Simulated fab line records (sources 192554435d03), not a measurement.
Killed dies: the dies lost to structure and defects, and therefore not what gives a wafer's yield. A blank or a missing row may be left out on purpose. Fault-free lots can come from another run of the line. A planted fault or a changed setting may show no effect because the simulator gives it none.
Chamber matching | flow n5-finfet | N5_BEOL_M0_ETCH_109 on rie-diel-04: 4 sister chambers
The step etches SiCN in CH3F/O2, target depth 8 nm, overetch 2.4 nm, time 27.4 s. 4 wafers are shown with their chamber, then 8 later ones without.

== EACH WAFER AND ITS CHAMBER ==
wafer  | chamber | showerhead-plenum-p-Torr (Torr)
L082.6 | 2       | 1.97
L084.2 | 0       | 2.06
L084.3 | 1       | 1.93
L085.1 | 3       | 1.95

== WAFERS WITHOUT THEIR CHAMBER ==
wafer  | showerhead-plenum-p-Torr (Torr)
L085.4 | 1.95
L085.5 | 1.93
L086.2 | 2.06
L086.3 | 1.93
L086.6 | 1.97
L097.3 | 2.05
L097.4 | 1.96
L097.5 | 1.92

== EACH ONE'S CHAMBER ==
wafer  | from the rows above     | in truth
L085.4 | 3                       | 3
L085.5 | 1                       | 1
L086.2 | 0                       | 0
L086.3 | 1                       | 1
L086.6 | 2                       | 2
L097.3 | 0                       | 0
L097.4 | can't be placed: 2 or 3 | 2
L097.5 | 1                       | 1
Correctly placed: 7 of 8. Unplaceable from these rows: 1, with the true chamber sitting among the candidates in 1. Wrongly placed: 0.
How it was worked out, from the rows above alone: a wafer's distance from a chamber is the root of the sum, over the readings, of the square of ((its reading less the chamber's mean) divided by the reading's scatter). If the next closest chamber is less than 2 further off than the closest, the wafer can't be placed; otherwise it belongs to the closest. For every chamber, the mean is computed from those of its wafers that are shown. The scatter: with one shown wafer a chamber, the root of the mean of the squares of how far each hidden wafer lies from its nearest shown one.
